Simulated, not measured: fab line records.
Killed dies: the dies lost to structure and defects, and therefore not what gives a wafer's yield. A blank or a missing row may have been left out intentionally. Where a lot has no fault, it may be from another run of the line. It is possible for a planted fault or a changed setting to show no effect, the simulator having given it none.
Struck lot and sound lot, side by side + flow nand harc + 15 out of 1302 route steps
Sound: wafers L173.1, L173.3, L173.4. Struck: wafer L186.2. (L186.3, L186.4 of the same lot were not struck and are left out.) The cause comes at the end.
At each step with rows: each side's tool, then ch and its chambers, then its first start. Under that, the readings that differ: sound wafers + struck wafers + difference of the means + sigmas: that difference in standard deviations of wafers without a fault.
alike: a reading whose means differ by less than 2 such deviations, as well as words and numbers matching on both sides. not compared: withheld readings; readings where some wafer has no value; bounds like >300 that might hide an equal value; numbers whose values overlap and for which the record gives no deviation.
Wherever a step has rows on one side only, a row that says differs or no value, or a row with sigmas, the two part there. Numbers that have no deviation but don't overlap get no sigmas and don't part them. A reading that every wafer of one side lacks parts them only if that side has two wafers or more.

first, 1 step without rows for these wafers: NHARC_A_CONTACT_ETCH_78 (etches the open film in O2/COS, target depth 5300 nm, time 1378 s).
NHARC_A_CONTACT_ETCH_124: etches the open film in C4F8/O2/Ar, time 140 s, target depth 700 nm.
  sound on har cap etch-01 ch 0,1, day 23 03:29; struck on har cap etch-01 ch 1, day 28 03:17
  alike: run length s
  not compared: rf hours counter h
NHARC_A_CONTACT_ETCH_125: etches the open film in C4F8/O2/Ar, time 197 s, target depth 1918 nm.
  sound on har cap etch-01 ch 0,1, day 23 03:41; struck on har cap etch-01 ch 1, day 28 03:29
  not compared: rf hours counter h, run length s
then, 1 step without rows for these wafers: NHARC_A_CONTACT_ETCH_126 (etches the open film in C4F8/O2/Ar, time 197 s, target depth 1918 nm).
NHARC_A_CONTACT_ETCH_127: etches the open film in C4F8/O2/Ar, time 197 s, target depth 1918 nm.
  sound on har cap etch-01 ch 0,1, day 23 04:02; struck on har cap etch-01 ch 1, day 28 03:50
  not compared: rf hours counter h, run length s
NHARC_A_CONTACT_ETCH_128: etches the open film in C4F8/O2/Ar, time 197 s, target depth 1918 nm.
  sound on har cap etch-01 ch 0,1, day 23 04:13; struck on har cap etch-01 ch 1, day 28 04:01
  not compared: rf hours counter h, run length s
then, 3 steps without rows for these wafers: NHARC_A_CONTACT_ETCH_129 (etches the open film in C4F8/O2/Ar, time 197 s, target depth 1918 nm); NHARC_A_CONTACT_ETCH_130 (etches the open film in C4F8/O2/Ar, time 197 s, target depth 1918 nm); NHARC_A_CONTACT_ETCH_131 (etches the open film in C4F8/O2/Ar, time 197 s, target depth 1918 nm).
NHARC_A_CONTACT_ETCH_132: etches the open film in C4F8/O2/Ar, time 197 s, target depth 1924 nm.
  sound on har cap etch-01 ch 0,1, day 23 04:55; struck on har cap etch-01 ch 1, day 28 04:43
  not compared: rf hours counter h, run length s
then, 2 steps without rows for these wafers: NHARC_A_CONTACT_ETCH_133 (etches the open film in C4F8/O2/Ar, time 374 s, target depth 1610 nm); NHARC_A_CONTACT_ETCH_91 (etches the open film in CH3F/O2, target depth 40 nm, time 85.7 s).
NHARC_A_CONTACT_ETCH_97: etches the open film in C4F6/O2, target depth 20 nm, time 10 s.
  sound on rie diel-03 ch 0,1,2, day 23 06:01; struck on rie diel-03 ch 1, day 28 05:48
| reading                | sound          | struck | difference | sigmas |
|------------------------|----------------|--------|------------|--------|
| rf hours counter h (h) | 11 11 12       | 1      | -10        |        |
| run length s (s)       | 31.7 30.6 30.7 | 27.1   | -3.9       | -10    |
  alike: drypump motor current A, oes product au, rf vpp V, showerhead plenum p Torr, throttle valve pct
NHARC_A_CONTACT_CD_MEAS_80:
  sound on cd sem-03 at day 23 06:06; struck on cd sem-02 at day 28 05:53
  alike: cd nm
-- jump in the record: it breaks off in module A_CONTACT and resumes in module END (first step shown: number 1302 of the route), and 2 days separate the struck wafers' starts before and after --
NHARC_END_SORT_01:
  the record has rows for the struck wafers here (prober-01 ch 0, day 30 09:40) and none for the sound ones

WHERE THEY PART
Earliest at NHARC_A_CONTACT_ETCH_97; latest, in this record, at NHARC_END_SORT_01.

WHY: what had been put in by the simulator
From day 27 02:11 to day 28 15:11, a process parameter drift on rie diel-03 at NHARC_A_CONTACT_ETCH_97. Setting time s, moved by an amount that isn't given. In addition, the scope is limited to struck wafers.
